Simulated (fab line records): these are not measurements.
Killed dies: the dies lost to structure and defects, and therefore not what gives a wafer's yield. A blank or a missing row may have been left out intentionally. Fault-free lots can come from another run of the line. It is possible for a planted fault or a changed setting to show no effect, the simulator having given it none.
fab line records	flow n5-finfet
record lots=7	wafers=21
route steps=1938 shown BEOL_M0_SAQP@648 BEOL_M0@721 BEOL_M1@754 BEOL_M2@890 BEOL_M3@950
start-h: start of the lot's first displayed wafer, in hours after the record's first day	wait-h: time in hours since the lot's previous step	" as in the row above	L1.1+2: a row that stands for several wafers	- value missing, or start not given	* or withheld: withheld	< > ~ a bound
route shown NAME@n: names a module that has steps shown in the file, with the first one's number in the route	usual: average and standard deviation across the fault-free wafers	same: alike in all rows	chamber/n: place in a boat	sites: each site's reading	_std_site: the values' standard deviation	_edge_site: the outer-site mean with the inner-site mean subtracted	radius-mm: how far each site lies from the wafer's centre	mask NAME#n: copy n	behind: the last tool/chamber to shape the wafer	hold: what put the lot on hold/how long, in hours/how the hold closed	device: the transistor (n, p or np) that didn't switch	end of line: tests of these same wafers at the route's end	a step given without rows: its recipe and nothing more	killed: count of dies lost to structure and defects at first sort (not the wafer's yield)	map: shows each die of a wafer: x if killed, . if not, _ if none is there
set.NAME: the run value of the setting; set.NAME@STEP: its run value at that earlier step	model.NAME: the simulator's own value behind a step, which no gauge read
lots whose settings were changed on purpose; a table a step, a row a wafer
## steps
# step N5_BEOL_M0_SAQP_DEVELOP_13
# recipe develop-time-s=30	developer=TMAH	resist=CAR-ArF	dev-temp-c=23	rinse-liquid=diw	dry=air-spin
lot.wafer	tool	chamber	start-h	wait-h	set.develop-time-s
L075.2+4+6	litho-track-01	0	-	-	30
L076.3+4	litho-track-05	0	-	-	30
L076.6	"	0	"	"	33.91
L078.2	litho-track-01	0	-	-	30
L078.4+6	"	0	"	"	31.74
L080.3+4+6	litho-track-01	0	-	-	30
L088.2+6	litho-track-05	0	-	-	27.48
L088.5	"	0	"	"	30
L090.2+6	litho-track-04	0	-	-	27.1
L090.3	"	0	"	"	30
L091.2+3	litho-track-05	0	-	-	30
L091.5	"	0	"	"	33.87
# step N5_BEOL_M0_SAQP_ETCH_101
# recipe chemistry=CH3F/O2	target=SiNx	mask-material=SiO2	target-depth-a=299	time-s=42.7	pressure-mtorr=30	source-w=395	bias-w=73	Ar_flow_sccm=150	CH3F_flow_sccm=30	O2_flow_sccm=20	ion-energy-ev=120
# step N5_BEOL_M0_SAQP_ETCH_102
# recipe chemistry=CF4	target=SiO2	target-depth-a=40	ion-energy-ev=350	time-s=4.4	pressure-mtorr=10	icp-w=800	bias-w=400	cf4-flow-sccm=80
# step N5_BEOL_M0_SAQP_MANDREL_ETCH_103
# recipe chemistry=HBr/Cl2	target=a-Si	target-depth-a=450	bt-time-s=10	stop-on=SiCN	mask-material=SiO2	over-etch-frac=0.8	time-s=27	pressure-mtorr=10	icp-w=800	bias-w=75	HBr_flow_sccm=150	Cl2_flow_sccm=80	ends=end-point
lot.wafer	tool	chamber	start-h	wait-h	set.time-s@BEOL_M0_SAQP_PECVD_96	model.etch.depth-nm
L075.2	rie-si-04	1	128.07	0.0	45.2	44.82
L075.4	"	2	"	"	45.2	44.92
L075.6	"	1	"	"	45.2	45.64
L076.3	rie-si-02	3	129.34	0.0	45.2	44.58
L076.4	"	1	"	"	45.2	45.51
L076.6	"	2	"	"	45.2	45.72
L078.2	rie-si-06	0	135.28	0.0	45.2	44.53
L078.4	"	1	"	"	45.2	45.32
L078.6	"	1	"	"	45.2	44.88
L080.3	rie-si-02	2	147.48	0.0	45.2	45.34
L080.4	"	3	"	"	45.2	45.2
L080.6	"	2	"	"	45.2	44.88
L088.2	rie-si-06	3	199.24	0.0	45.2	44.64
L088.5	"	1	"	"	51	51.65
L088.6	"	2	"	"	45.2	45.19
L090.2	rie-si-04	1	207.57	0.0	45.2	44.77
L090.3	"	2	"	"	50.99	50.75
L090.6	"	3	"	"	45.2	45.51
L091.2	rie-si-02	2	210.46	0.0	45.2	45.77
L091.3	"	1	"	"	45.2	45.38
L091.5	"	3	"	"	45.2	46.02
# step N5_BEOL_M0_SAQP_RECESS_104
# recipe chemistry=HF/NH3	target=SiO2	target-depth-a=180	afs-cycles=3	temp-c=30	sublimation-temp-c=180	sublimation-time-s=60
# step N5_BEOL_M0_SAQP_COAT_105
# recipe resist=SOC	temp-c=250	time-s=60	spin-rpm=1500	resist-thk-nm=100
# step N5_BEOL_M0_SAQP_STRIP_108
# recipe chemistry=N2/H2	power-w=500	temp-c=40	pressure-mtorr=50	rf-frequency-hz=6e+07	overash-fraction=0.3	bias-power-w=28	h2-frac=0.5	n2-flow-sccm=300	h2-flow-sccm=300
# step N5_BEOL_M0_SAQP_RECESS_109
# recipe chemistry=HF/NH3	target=SiO2	target-depth-a=30	afs-cycles=1	temp-c=30	sublimation-temp-c=180	sublimation-time-s=60
# step N5_BEOL_M0_SAQP_SPACER2_ALD_26
# recipe material=SiO2	target-thk-a=150	temp-c=300	ald-precursor-family=BDEAS	ald-co-reactant=O2-plasma	pulse-time-s=1	purge-time-s=2	co-reactant-purge-time-s=2	pressure-torr=2
lot.wafer	tool	chamber	start-h	wait-h	set.develop-time-s@BEOL_M0_SAQP_DEVELOP_13	model.a-Si_of_BEOL_M0_SAQP_PECVD_96.thk-nm
L075.2	ald-sin-02	1	128.90	0.1	30	44
L075.4	"	3	"	"	30	44.2
L075.6	"	2	"	"	30	44.8
L076.3	ald-sin-02	1	130.17	0.1	30	43.8
L076.4	"	0	"	"	30	44.8
L076.6	"	1	"	"	33.91	45
L078.2	ald-sin-04	1	136.41	0.1	30	43.8
L078.4	"	0	"	"	31.74	44.6
L078.6	"	1	"	"	31.74	44.2
L080.3	ald-sin-04	1	148.44	0.1	30	44.6
L080.4	"	0	"	"	30	44.4
L080.6	"	1	"	"	30	44.2
L088.2	ald-sin-01	0	200.07	0.1	27.48	43.8
L088.5	"	1	"	"	30	50.8
L088.6	"	0	"	"	27.48	44.4
L090.2	ald-sin-04	1	208.41	0.1	27.1	44
L090.3	"	2	"	"	30	50
L090.6	"	1	"	"	27.1	44.8
L091.2	ald-sin-01	2	211.29	0.1	30	45
L091.3	"	3	"	"	30	44.6
L091.5	"	2	"	"	33.87	45.2
# step N5_BEOL_M0_TRENCH_ETCH_107
# recipe chemistry=C4F6/O2	target-depth-a=328	target=SiOC	time-s=16.4	ion-energy-ev=250	pressure-mtorr=30	source-w=355	bias-w=185	Ar_flow_sccm=300	C4F6_flow_sccm=10	O2_flow_sccm=10
lot.wafer	tool	chamber	start-h	wait-h	set.target-depth-a	model.BEOL_M0.feature-depth-nm
L075.2	rie-diel-05	0	132.64	0.0	348.4	34.8
L075.4	"	2	"	"	328	33.6
L075.6	"	3	"	"	328	33
L076.3	rie-diel-03	3	136.08	0.0	294.4	28.8
L076.4	"	2	"	"	294.4	29.8
L076.6	"	3	"	"	294.4	29
L078.2	rie-diel-05	1	141.76	0.0	328	33.2
L078.4	"	2	"	"	328	33.6
L078.6	"	1	"	"	355.3	36
L080.3	rie-diel-01	0	153.73	0.0	328	32.2
L080.4	"	3	"	"	328	32.6
L080.6	"	1	"	"	328	33.8
L088.2	rie-diel-05	1	207.91	0.0	328	33.2
L088.5	"	2	"	"	366.2	37.2
L088.6	"	1	"	"	366.2	36.8
L090.2	rie-diel-01	0	212.59	0.0	328	32
L090.3	"	1	"	"	293.6	30
L090.6	"	2	"	"	328	32.4
L091.2	rie-diel-03	1	217.27	0.0	328	32
L091.3	"	2	"	"	365.1	36.6
L091.5	"	0	"	"	328	32.2
# step N5_BEOL_M0_STRIP_142
# recipe chemistry=N2/H2	time-s=10	power-w=450	temp-c=40	pressure-mtorr=20	rf-frequency-hz=6e+07	bias-power-w=7	n2-flow-sccm=200	h2-flow-sccm=200
# step N5_BEOL_M0_OCD_MEAS_108
# usual trench-depth-nm=32.8/0.65
lot.wafer	tool	chamber	start-h	wait-h	set.target-depth-a@BEOL_M0_TRENCH_ETCH_107	trench-depth-nm
L075.2	ocd-01	-	132.74	0.1	348.4	34.7
L075.4	"	-	"	"	328	33.7
L075.6	"	-	"	"	328	33.1
L076.3	ocd-01	-	136.19	0.1	294.4	29.0
L076.4	"	-	"	"	294.4	29.1
L076.6	"	-	"	"	294.4	29.4
L078.2	ocd-02	-	141.87	0.1	328	33.3
L078.4	"	-	"	"	328	33.3
L078.6	"	-	"	"	355.3	35.7
L080.3	ocd-01	-	153.83	0.1	328	32.0
L080.4	"	-	"	"	328	32.5
L080.6	"	-	"	"	328	33.7
L088.2	ocd-01	-	208.02	0.1	328	33.1
L088.5	"	-	"	"	366.2	37.0
L088.6	"	-	"	"	366.2	37.0
L090.2	ocd-01	-	212.69	0.1	328	31.9
L090.3	"	-	"	"	293.6	29.8
L090.6	"	-	"	"	328	32.3
L091.2	ocd-02	-	217.37	0.1	328	32.1
L091.3	"	-	"	"	365.1	36.3
L091.5	"	-	"	"	328	32.4
# step N5_BEOL_M0_ETCH_109
# recipe chemistry=CH3F/O2	target-depth-a=80	overetch-a=24	target=SiCN	time-s=27.4	ion-energy-ev=120	pressure-mtorr=30	source-w=395	bias-w=75	Ar_flow_sccm=150	CH3F_flow_sccm=30	O2_flow_sccm=20
# usual rf-vpp-V=297.2/1.6
lot.wafer	tool	chamber	start-h	wait-h	set.bias-w	rf-vpp-V
L075.2	rie-diel-01	0	132.85	0.0	75	296.2
L075.4	"	3	"	"	75	293.8
L075.6	"	3	"	"	75	294.2
L076.3	rie-diel-03	0	136.37	0.1	75	296.7
L076.4	"	2	"	"	75	298.7
L076.6	"	2	"	"	75	297.6
L078.2	rie-diel-03	2	141.98	0.0	69.57	286.3
L078.4	"	1	"	"	75	297.9
L078.6	"	2	"	"	69.57	284.6
L080.3	rie-diel-03	3	153.98	0.0	75	298.2
L080.4	"	0	"	"	75	295.4
L080.6	"	1	"	"	75	298.5
L088.2	rie-diel-05	2	208.13	0.0	85.9	325.4
L088.5	"	3	"	"	75	298.1
L088.6	"	2	"	"	85.9	325.5
L090.2	rie-diel-05	2	212.85	0.1	75	298.3
L090.3	"	0	"	"	75	296.5
L090.6	"	3	"	"	75	295.4
L091.2	rie-diel-03	0	217.48	0.0	75	295.5
L091.3	"	3	"	"	75	299.0
L091.5	"	1	"	"	75	297.6
# step N5_BEOL_M1_HM_DEP_02
# recipe material=TiN	target-thk-a=200	temp-c=25	chamber-pressure-pa=0.49996
lot.wafer	tool	chamber	start-h	wait-h	set.target-thk-a	model.TiN_of_BEOL_M1_HM_DEP_02.thk-nm
L075.2	pvd-sputter-01	-	135.32	0.0	200	19.8
L075.4	"	-	"	"	180.3	18
L075.6	"	-	"	"	200	20
L076.3+6	pvd-sputter-02	-	138.96	0.0	187.3	18.8
L076.4	"	-	"	"	200	20.2
L078.2	pvd-sputter-03	-	145.41	0.3	200	20.8
L078.4	"	-	"	"	213.4	21.4
L078.6	"	-	"	"	213.4	21.8
L080.3+4+6	pvd-sputter-02	-	158.09	0.9	200	20.2
L088.2+5+6	pvd-sputter-03	-	212.42	1.4	200	20.6
L090.2	pvd-sputter-02	-	216.78	1.0	200	20
L090.3	"	-	"	"	200	19.8
L090.6	"	-	"	"	200	19.6
L091.2	pvd-sputter-03	-	221.67	0.3	200	20
L091.3	"	-	"	"	215.9	21.2
L091.5	"	-	"	"	215.9	21.4
# step N5_BEOL_M1_COAT_61
# recipe resist=SOC	temp-c=250	time-s=60	spin-rpm=1500	resist-thk-nm=60
# step N5_BEOL_M1_COAT_62
# recipe resist=SiARC	temp-c=220	time-s=60	spin-rpm=1500	resist-thk-nm=12
# step N5_BEOL_M1_STRIP_75
# recipe chemistry=N2/H2	temp-c=40	n2-flow-sccm=200	h2-flow-sccm=200	rf-frequency-hz=6e+07
# step N5_BEOL_M1_STRIP_66
# recipe chemistry=CF4	resist=SiARC	power-w=300	bias-power-w=75	pressure-mtorr=50	cf4-flow-sccm=150	rf-frequency-hz=6e+07
# step N5_BEOL_M1_HM_OPEN_17
# recipe chemistry=Cl2/BCl3	target-depth-a=200	overetch-a=60	target=TiN	mask-material=SOC	ion-energy-ev=150	pressure-mtorr=10	icp-w=1000	bias-w=126	Cl2_flow_sccm=53.25	bcl3-flow-sccm=21.75	Ar_flow_sccm=25
lot.wafer	tool	chamber	start-h	wait-h	set.target-thk-a@BEOL_M1_HM_DEP_02	model.etch.depth-nm
L075.2	rie-metal-01	0	138.33	0.0	200	19.84
L075.4	"	0	"	"	180.3	18.09
L075.6	"	1	"	"	200	20.05
L076.3	rie-metal-01	0	142.51	0.1	187.3	18.87
L076.4	"	1	"	"	200	20.13
L076.6	"	0	"	"	187.3	18.85
L078.2	rie-metal-03	1	146.57	0.0	200	20.72
L078.4	"	1	"	"	213.4	21.42
L078.6	"	1	"	"	213.4	21.83
L080.3	rie-metal-01	1	158.96	0.1	200	20.22
L080.4	"	0	"	"	200	20.27
L080.6	"	1	"	"	200	20.12
L088.2	rie-metal-02	0	213.91	0.0	200	20.53
L088.5	"	1	"	"	200	20.62
L088.6	"	0	"	"	200	20.65
L090.2	rie-metal-01	0	217.64	0.0	200	20
L090.3	"	1	"	"	200	19.83
L090.6	"	1	"	"	200	19.59
L091.2	rie-metal-03	0	222.56	0.0	200	20.06
L091.3	"	0	"	"	215.9	21.28
L091.5	"	0	"	"	215.9	21.39
# step N5_BEOL_M1_STRIP_19
# recipe chemistry=O2	power-w=400	temp-c=40	pressure-mtorr=30	rf-frequency-hz=6e+07	bias-power-w=0	overash-fraction=0.2	o2-flow-sccm=225
# step N5_BEOL_M1_STRIP_83
# recipe chemistry=C4F6/O2	resist=SiARC	rf-frequency-hz=6e+07
# step N5_BEOL_M1_STRIP_36
# recipe chemistry=N2/H2	power-w=450	temp-c=40	pressure-mtorr=20	rf-frequency-hz=6e+07	overash-fraction=0.3	bias-power-w=7	h2-frac=0.5	n2-flow-sccm=200	h2-flow-sccm=200
# step N5_BEOL_M1_TRENCH_ETCH_37
# recipe chemistry=C4F6/O2	target-depth-a=552.07	target=SiOC	time-s=29	ion-energy-ev=250	pressure-mtorr=30	source-w=355	bias-w=185	Ar_flow_sccm=300	C4F6_flow_sccm=10	O2_flow_sccm=10
lot.wafer	tool	chamber	start-h	wait-h	set.target-thk-a@BEOL_M1_HM_DEP_02	model.TiN_of_BEOL_M1_HM_DEP_02.thk-nm
L075.2	rie-diel-02	3	-	-	200	17.6
L075.4	"	0	"	"	180.3	15.8
L075.6	"	1	"	"	200	17.8
L076.3+6	rie-diel-02	1,2	-	-	187.3	16.6
L076.4	"	3	"	"	200	17.8
L078.2	rie-diel-04	2	-	-	200	18.4
L078.4	"	3	"	"	213.4	19
L078.6	"	1	"	"	213.4	19.6
L080.3+6	rie-diel-04	3,1	-	-	200	17.8
L080.4	"	0	"	"	200	18
L090.2	rie-diel-04	2	-	-	200	17.8
L090.3	"	3	"	"	200	17.6
L090.6	"	3	"	"	200	17.2
L088.2+6	rie-diel-06	0,1	-	-	200	18.2
L088.5	"	0	"	"	200	18.4
L091.2	rie-diel-02	3	-	-	200	17.8
L091.3	"	1	"	"	215.9	19
L091.5	"	1	"	"	215.9	19.2
# step N5_BEOL_M2_TRENCH_ETCH_37
# recipe chemistry=C4F6/O2	target-depth-a=555.55	target=SiOC	time-s=29.2	ion-energy-ev=250	pressure-mtorr=30	source-w=355	bias-w=185	Ar_flow_sccm=300	C4F6_flow_sccm=10	O2_flow_sccm=10
# usual rf-vpp-V=660/11
lot.wafer	tool	chamber	start-h	wait-h	set.bias-w	rf-vpp-V
L075.2	rie-diel-05	2	-	-	185	664
L075.4	"	0	"	"	185	651
L075.6	"	2	"	"	169.4	623
L076.3	rie-diel-01	1	-	-	211.7	723
L076.4	"	0	"	"	185	643
L076.6	"	1	"	"	185	648
L078.2	rie-diel-05	1	-	-	185	662
L078.4	"	1	"	"	165.7	605
L078.6	"	2	"	"	165.7	610
L080.3	rie-diel-01	0	-	-	185	645
L080.4	"	3	"	"	185	660
L080.6	"	1	"	"	185	648
L090.2	rie-diel-01	0	-	-	185	644
L090.3	"	1	"	"	185	648
L090.6	"	0	"	"	185	645
L088.2	rie-diel-05	0	-	-	167.2	600
L088.5	"	3	"	"	185	659
L088.6	"	2	"	"	185	666
L091.2	rie-diel-03	2	-	-	185	645
L091.3	"	0	"	"	185	663
L091.5	"	2	"	"	185	645
# step N5_BEOL_M3_ETCH_64
# recipe chemistry=N2/H2	target=SOC	target-depth-a=750	overetch-a=150	mask-material=SiARC	temp-c=40	time-s=112.5	ion-energy-ev=200	pressure-mtorr=30	source-w=840	bias-w=150	n2-flow-sccm=200	h2-flow-sccm=200
# usual rf-vpp-V=522.6/2.4
lot.wafer	tool	chamber	start-h	wait-h	set.bias-w	rf-vpp-V	model.SiARC_of_BEOL_M3_COAT_62.thk-nm
L075.2	rie-diel-02	2	163.40	0.0	157.4	538.4	6.4
L075.4	"	0	"	"	150	526.5	7.2
L075.6	"	2	"	"	157.4	539.1	6.4
L078.2	rie-diel-06	3	163.73	0.0	150	520.8	6.8
L078.4	"	0	"	"	142.6	505.7	7.2
L078.6	"	3	"	"	142.6	505.0	7.2
L080.3	rie-diel-02	3	183.10	0.0	150	522.2	7
L080.4	"	2	"	"	150	524.5	6.8
L080.6	"	0	"	"	150	526.6	6.8
L076.3	rie-diel-06	1	273.67	0.0	150	519.6	6.4
L076.4	"	3	"	"	150	522.1	6.8
L076.6	"	1	"	"	138.7	494.9	7
L090.2	rie-diel-06	3	274.01	0.0	175	574.2	5.8
L090.3	"	0	"	"	175	575.4	5.8
L090.6	"	2	"	"	150	526.4	6.8
L088.2	rie-diel-06	0	281.61	0.0	150	521.7	6.8
L088.5	"	3	"	"	150	520.6	6.8
L088.6	"	0	"	"	150	522.4	6.8
L091.2	rie-diel-06	3	281.86	0.0	167.9	559.0	6
L091.3	"	2	"	"	167.9	565.0	6
L091.5	"	1	"	"	150	520.3	6.6
# step N5_BEOL_M3_COAT_67
# recipe resist=SOC	temp-c=250	time-s=60	spin-rpm=1500	resist-thk-nm=60
lot.wafer	tool	chamber	start-h	wait-h	set.spin-rpm	model.SOC_of_BEOL_M3_COAT_67.thk-nm
L075.2+4	litho-track-03	0	163.98	0.0	1427	61.6
L075.6	"	0	"	"	1427	61.8
L078.2+4	litho-track-04	0	164.29	0.0	1500	60.2
L078.6	"	0	"	"	1575	58.8
L080.3+4+6	litho-track-03	0	183.49	0.0	1500	60
L076.3	litho-track-04	0	274.24	0.0	1549	59.6
L076.4	"	0	"	"	1500	60.2
L076.6	"	0	"	"	1549	59.4
L090.2+3+6	litho-track-03	0	274.39	0.0	1500	60.2
L088.2+6	litho-track-04	0	282.13	0.0	1500	60
L088.5	"	0	"	"	1500	59.8
L091.2	litho-track-04	0	282.42	0.0	1596	58.2
L091.3	"	0	"	"	1596	58.4
L091.5	"	0	"	"	1500	60.2
# step N5_BEOL_M3_ETCH_70
# recipe chemistry=N2/H2	target=SOC	target-depth-a=800	overetch-a=160	mask-material=SiARC	temp-c=40	time-s=120	ion-energy-ev=200	pressure-mtorr=30	source-w=840	bias-w=150	n2-flow-sccm=200	h2-flow-sccm=200
lot.wafer	tool	chamber	start-h	wait-h	set.time-s	set.spin-rpm@BEOL_M3_COAT_67	model.etch.depth-nm
L075.2	rie-diel-02	2	182.69	0.0	135.3	1427	61.54
L075.4	"	1	"	"	120	1427	61.59
L075.6	"	2	"	"	120	1427	61.84
L078.2	rie-diel-06	3	195.99	0.0	140.6	1500	60.28
L078.4	"	0	"	"	140.6	1500	60.2
L078.6	"	1	"	"	140.6	1575	58.86
L080.3	rie-diel-06	2	225.88	0.0	120	1500	59.99
L080.4	"	1	"	"	120	1500	60
L080.6	"	2	"	"	120	1500	59.95
L076.3	rie-diel-06	0	295.58	0.0	120	1549	59.51
L076.4	"	3	"	"	120	1500	60.11
L076.6	"	1	"	"	120	1549	59.46
L090.2	rie-diel-04	1	299.16	0.0	120	1500	60.17
L090.3	"	2	"	"	120	1500	60.24
L090.6	"	2	"	"	120	1500	60.12
L088.2	rie-diel-04	0	314.33	0.0	120	1500	60.02
L088.5	"	1	"	"	95.61	1500	59.78
L088.6	"	2	"	"	120	1500	60.09
L091.2	rie-diel-06	1	315.09	0.0	127.3	1596	58.2
L091.3	"	0	"	"	120	1596	58.31
L091.5	"	0	"	"	127.3	1500	60.23
# step N5_BEOL_M3_STRIP_71
# recipe chemistry=N2/H2	temp-c=40	n2-flow-sccm=200	h2-flow-sccm=200	rf-frequency-hz=6e+07
# step N5_BEOL_M3_STRIP_78
# recipe chemistry=N2/H2	temp-c=40	n2-flow-sccm=200	h2-flow-sccm=200	rf-frequency-hz=6e+07
# step N5_BEOL_M3_VIA_ETCH_34
# recipe chemistry=C4F6/O2	target-depth-a=694	mask-material=SOC	pressure-mtorr=15	ion-energy-ev=250	taper-deg=4	time-s=65.9	source-w=350	bias-w=170	Ar_flow_sccm=300	C4F6_flow_sccm=10	O2_flow_sccm=10
lot.wafer	tool	chamber	start-h	wait-h	set.spin-rpm@BEOL_M3_COAT_67	model.SOC_of_BEOL_M3_COAT_67.thk-nm
L075.2	rie-diel-02	2	182.79	0.0	1427	53.6
L075.4+6	"	1,2	"	"	1427	53.8
L078.2	rie-diel-06	3	196.09	0.0	1500	52
L078.4	"	0	"	"	1500	51.8
L078.6	"	1	"	"	1575	50.6
L080.3+4+6	rie-diel-06	2,1,2	225.98	0.0	1500	51.8
L076.3	rie-diel-06	0	295.68	0.0	1549	51.4
L076.4	"	3	"	"	1500	52
L076.6	"	1	"	"	1549	51.2
L090.2	rie-diel-04	1	299.26	0.0	1500	51.8
L090.3+6	"	2	"	"	1500	52.4
L088.2	rie-diel-04	0	314.44	0.0	1500	51.8
L088.5	"	1	"	"	1500	51.6
L088.6	"	2	"	"	1500	52.2
L091.2	rie-diel-06	1	315.19	0.0	1596	50
L091.3	"	0	"	"	1596	50.2
L091.5	"	0	"	"	1500	52
## key
split step=N5_BEOL_M0_SAQP_DEVELOP_13	setting=develop-time-s	stated=30	by=wafer
response step=N5_BEOL_M0_SAQP_SPACER2_ALD_26	reading=model.a-Si_of_BEOL_M0_SAQP_PECVD_96.thk-nm	shape=bent	at-lowest=44.4	at-stated=45.31	at-highest=45
split step=N5_BEOL_M0_TRENCH_ETCH_107	setting=target-depth-a	stated=328	by=wafer
response step=N5_BEOL_M0_TRENCH_ETCH_107	reading=model.BEOL_M0.feature-depth-nm	change=+0.31	per=1%	r=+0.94
response step=N5_BEOL_M0_OCD_MEAS_108	reading=trench-depth-nm	change=+0.297	per=1%	r=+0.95
split step=N5_BEOL_M0_ETCH_109	setting=bias-w	stated=75	by=wafer
response step=N5_BEOL_M0_ETCH_109	reading=rf-vpp-V	change=+1.85	per=1%	r=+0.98
split step=N5_BEOL_M1_HM_DEP_02	setting=target-thk-a	stated=200	by=wafer
response step=N5_BEOL_M1_HM_DEP_02	reading=model.TiN_of_BEOL_M1_HM_DEP_02.thk-nm	change=+0.176	per=1%	r=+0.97
response step=N5_BEOL_M1_HM_OPEN_17	reading=model.etch.depth-nm	change=+0.173	per=1%	r=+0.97
response step=N5_BEOL_M1_TRENCH_ETCH_37	reading=model.TiN_of_BEOL_M1_HM_DEP_02.thk-nm	change=+0.174	per=1%	r=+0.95
split step=N5_BEOL_M2_TRENCH_ETCH_37	setting=bias-w	stated=185	by=wafer
response step=N5_BEOL_M2_TRENCH_ETCH_37	reading=rf-vpp-V	change=+5.35	per=1%	r=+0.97
split step=N5_BEOL_M3_ETCH_64	setting=bias-w	stated=150	by=wafer
response step=N5_BEOL_M3_ETCH_64	reading=rf-vpp-V	change=+3.11	per=1%	r=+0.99
response step=N5_BEOL_M3_ETCH_64	reading=model.SiARC_of_BEOL_M3_COAT_62.thk-nm	change=-0.0623	per=1%	r=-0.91
split step=N5_BEOL_M3_COAT_67	setting=spin-rpm	stated=1500	by=wafer
response step=N5_BEOL_M3_COAT_67	reading=model.SOC_of_BEOL_M3_COAT_67.thk-nm	change=-0.28	per=1%	r=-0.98
response step=N5_BEOL_M3_ETCH_70	reading=model.etch.depth-nm	change=-0.282	per=1%	r=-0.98
response step=N5_BEOL_M3_VIA_ETCH_34	reading=model.SOC_of_BEOL_M3_COAT_67.thk-nm	change=-0.273	per=1%	r=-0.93
split step=N5_BEOL_M3_ETCH_70	setting=time-s	stated=120	by=wafer
response none clear
split outside-this-file step=N5_BEOL_M0_SAQP_PECVD_96 setting=time-s
# split outside-this-file: this setting was split too, and the file shows its column; the key of that split is in another file
